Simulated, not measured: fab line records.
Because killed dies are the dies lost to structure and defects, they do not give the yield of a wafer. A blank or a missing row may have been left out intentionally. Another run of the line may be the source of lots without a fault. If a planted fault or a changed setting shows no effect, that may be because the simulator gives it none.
Chamber matching    flow n5Finfet    4 sister chambers for N5_BEOL_M0_SAQP_MANDREL_ETCH_103 on rieSi-01
The step etches a-Si in HBr/Cl2, stops on SiCN, target depth 45 nm, bt time 10 s, time 27 s. 8 wafers are shown with their chamber, then 9 later ones without.

WAFERS, EACH WITH ITS CHAMBER
wafer   chamber  throttleValvePct (%)  oesProductAu (a.u.)
L078.1  1        35.4                  0.688
L088.1  0        35.3                  0.689
L092.2  1        35.4                  0.688
L092.3  2        35.1                  0.695
L092.5  0        35.2                  0.700
L093.1  2        35.1                  0.692
L093.2  3        35.5                  0.671
L093.6  3        35.5                  0.667

WAFERS WITHOUT THEIR CHAMBER
wafer   throttleValvePct (%)  oesProductAu (a.u.)
L094.2  35.3                  0.691
L094.5  35.2                  0.692
L094.6  35.5                  0.671
L096.1  35.4                  0.691
L096.2  35.2                  0.685
L096.6  35.1                  0.697
L097.1  35.2                  0.680
L097.3  35.3                  0.684
L097.5  35.3                  0.689

THE CHAMBER EACH PASSED THROUGH
wafer   from the rows above      in truth
L094.2  can't be placed: 0 or 1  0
L094.5  can't be placed: 0 or 2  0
L094.6  3                        3
L096.1  1                        1
L096.2  can't be placed: 0 or 2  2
L096.6  2                        2
L097.1  can't be placed: 0 or 2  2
L097.3  can't be placed: 0 or 1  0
L097.5  can't be placed: 0 or 1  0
Correctly placed: 3 of 9. Not placeable from these rows: 6 (in 6, the candidates include the true chamber). Number placed wrongly: 0.
How it was worked out, from the rows above alone: a wafer's distance from a chamber is the root of the sum, over the readings, of the square of ((its reading less the chamber's mean) divided by the reading's scatter). If the next closest chamber is less than 2 further off than the closest, the wafer can't be placed; otherwise it belongs to the closest. For every chamber, the mean is computed from those of its wafers that are shown. How the scatter is found: for the shown wafers, subtract from each reading the mean of its chamber, square and add these, divide the total by (wafers less chambers), then take the root.
